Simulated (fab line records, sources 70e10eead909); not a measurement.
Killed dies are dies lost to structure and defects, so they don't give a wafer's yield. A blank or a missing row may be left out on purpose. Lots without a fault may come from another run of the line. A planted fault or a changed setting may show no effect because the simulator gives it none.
Chamber matching | flow nand_harc | NHARC_A_ZERO_WELL_ETCH_13 on rie_si-02: 4 sister chambers
The step etches the open film in HBr/Cl2, target depth 120 nm, time 40.1 s. 14 wafers are shown with their chamber, then 7 later ones without.

WAFERS WITH THEIR CHAMBER
wafer  | chamber | oes_product_au (a.u.) | throttle_valve_pct (%)
L542.1 | 2       | 0.994                 | 26.408
L542.5 | 2       | 1.002                 | 26.397
L542.6 | 1       | 0.984                 | 26.418
L544.2 | 3       | 0.982                 | 26.412
L544.3 | 1       | 0.992                 | 26.399
L544.5 | 3       | 0.985                 | 26.407
L545.4 | 2       | 0.997                 | 26.402
L545.5 | 1       | 0.992                 | 26.399
L545.6 | 0       | 1.011                 | 26.405
L548.3 | 0       | 1.001                 | 26.406
L548.5 | 1       | 0.981                 | 26.403
L548.6 | 2       | 0.995                 | 26.405
L559.1 | 3       | 0.980                 | 26.410
L559.3 | 0       | 1.029                 | 26.383

SIGNATURES (means of the wafers above)
reading            | chamber 0 | chamber 1 | chamber 2 | chamber 3 | scatter within a chamber
oes_product_au     | 1.01367   | 0.98725   | 0.99700   | 0.98233   | 0.0074
throttle_valve_pct | 26.39800  | 26.40475  | 26.40300  | 26.40967  | 0.00813
Rule: a wafer's distance from a chamber is the root of the sum, over the readings, of the square of ((its reading less the chamber's mean) divided by the reading's scatter). The wafer belongs to the nearest chamber; if the next one is less than 2 further off, it can't be placed. The scatter: the root of (the sum of the squares of (reading less its chamber's mean) over the shown wafers, divided by (wafers less chambers)).

WAFERS WITHOUT THEIR CHAMBER
wafer  | oes_product_au (a.u.) | throttle_valve_pct (%)
L559.5 | 1.012                 | 26.405
L561.1 | 0.996                 | 26.416
L561.4 | 0.969                 | 26.416
L561.5 | 1.025                 | 26.396
L562.2 | 1.018                 | 26.409
L562.3 | 1.008                 | 26.399
L562.6 | 1.000                 | 26.409

WHICH CHAMBER EACH WENT THROUGH
wafer  | from the rows above               | in truth
L559.5 | can't be placed: 0 or 2           | 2
L561.1 | can't be placed: 2 or 1 or 3 or 0 | 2
L561.4 | can't be placed: 3 or 1           | 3
L561.5 | 0                                 | 0
L562.2 | can't be placed: 0 or 2           | 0
L562.3 | can't be placed: 0 or 2           | 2
L562.6 | can't be placed: 2 or 1 or 0 or 3 | 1
Placed correctly: 1 of 7. Can't be placed from these rows: 6 (the true chamber is among the candidates in 6). Placed wrongly: 0.
